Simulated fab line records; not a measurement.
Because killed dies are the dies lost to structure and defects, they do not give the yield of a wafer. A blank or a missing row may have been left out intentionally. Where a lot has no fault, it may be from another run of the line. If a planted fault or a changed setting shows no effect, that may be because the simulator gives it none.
Matching of chambers || flow n5_finfet || pecvd-02 running N5_BEOL_M8_DEP_56: 3 sister chambers
The step deposits SiCN from 3MS/NH3, target thk 10 nm, time 17.5 s. 3 wafers are shown with their chamber, then 9 later ones without.

== WAFERS PAIRED WITH THEIR CHAMBERS ==
{"wafer": "L085.6", "chamber": 1, "throttle_valve_pct (%)": 8.4}
{"wafer": "L092.4", "chamber": 0, "throttle_valve_pct (%)": 9.5}
{"wafer": "L092.6", "chamber": 2, "throttle_valve_pct (%)": 8.9}

== WAFERS WITHOUT THEIR CHAMBER ==
{"wafer": "L096.1", "throttle_valve_pct (%)": 9.0}
{"wafer": "L096.5", "throttle_valve_pct (%)": 9.4}
{"wafer": "L096.6", "throttle_valve_pct (%)": 8.8}
{"wafer": "L095.2", "throttle_valve_pct (%)": 9.0}
{"wafer": "L095.4", "throttle_valve_pct (%)": 8.3}
{"wafer": "L095.6", "throttle_valve_pct (%)": 9.2}
{"wafer": "L097.1", "throttle_valve_pct (%)": 9.2}
{"wafer": "L097.2", "throttle_valve_pct (%)": 8.4}
{"wafer": "L097.3", "throttle_valve_pct (%)": 9.0}

== THE CHAMBER EACH PASSED THROUGH ==
{"wafer": "L096.1", "from the rows above": 2, "in truth": 2}
{"wafer": "L096.5", "from the rows above": 0, "in truth": 0}
{"wafer": "L096.6", "from the rows above": "can't be placed: 2 or 1", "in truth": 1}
{"wafer": "L095.2", "from the rows above": 2, "in truth": 2}
{"wafer": "L095.4", "from the rows above": 1, "in truth": 1}
{"wafer": "L095.6", "from the rows above": "can't be placed: 2 or 0", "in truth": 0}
{"wafer": "L097.1", "from the rows above": "can't be placed: 2 or 0", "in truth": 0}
{"wafer": "L097.2", "from the rows above": 1, "in truth": 1}
{"wafer": "L097.3", "from the rows above": 2, "in truth": 2}
Placed correctly: 6 of 9. Unplaceable from these rows: 3, with the true chamber sitting among the candidates in 3. 0 placed wrongly.
How it was worked out, from the rows above alone: a wafer's distance from a chamber is the root of the sum, over the readings, of the square of ((its reading less the chamber's mean) divided by the reading's scatter). If the next closest chamber is less than 2 further off than the closest, the wafer can't be placed; otherwise it belongs to the closest. Each chamber's mean is taken over the wafers shown for it. The scatter (one wafer shown for each chamber): square how far every hidden wafer sits from the nearest shown wafer, average those squares and take the square root.
